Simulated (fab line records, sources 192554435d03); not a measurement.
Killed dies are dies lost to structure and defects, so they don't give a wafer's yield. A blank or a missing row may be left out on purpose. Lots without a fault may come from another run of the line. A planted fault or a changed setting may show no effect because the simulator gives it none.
Chamber matching | flow n5_finfet | N5_MOL_CONTACT_COAG_ALD_131 on ald_sin-01: 4 sister chambers
The step deposits SiO2, target thk 5 nm, pulse time 1 s, co reactant pulse time 1 s. 7 wafers are shown with their chamber, then 9 later ones without.

WAFERS WITH THEIR CHAMBER
wafer  | chamber | heater_power_w (W) | heater_power_outer_w (W)
L076.6 | 2       | 80                 | 40
L084.2 | 3       | 67                 | 36
L091.3 | 3       | 67                 | 36
L091.6 | 0       | 77                 | 38
L092.3 | 1       | 74                 | 42
L092.5 | 1       | 72                 | 42
L092.6 | 0       | 78                 | 39

WAFERS WITHOUT THEIR CHAMBER
wafer  | heater_power_w (W) | heater_power_outer_w (W)
L093.2 | 76                 | 38
L093.4 | 68                 | 35
L093.6 | 68                 | 36
L094.1 | 79                 | 39
L094.5 | 79                 | 39
L094.6 | 73                 | 40
L096.1 | 69                 | 36
L096.2 | 74                 | 42
L096.6 | 79                 | 38

WHICH CHAMBER EACH WENT THROUGH
wafer  | from the rows above     | in truth
L093.2 | 0                       | 0
L093.4 | 3                       | 3
L093.6 | 3                       | 3
L094.1 | can't be placed: 0 or 2 | 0
L094.5 | can't be placed: 0 or 2 | 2
L094.6 | can't be placed: 1 or 0 | 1
L096.1 | 3                       | 3
L096.2 | 1                       | 1
L096.6 | 0                       | 0
Placed correctly: 6 of 9. Can't be placed from these rows: 3 (the true chamber is among the candidates in 3). Placed wrongly: 0.
How it was worked out, from the rows above alone: a wafer's distance from a chamber is the root of the sum, over the readings, of the square of ((its reading less the chamber's mean) divided by the reading's scatter). The wafer belongs to the nearest chamber; if the next one is less than 2 further off, it can't be placed. A chamber's mean is the mean of its shown wafers. The scatter: the root of (the sum of the squares of (reading less its chamber's mean) over the shown wafers, divided by (wafers less chambers)).
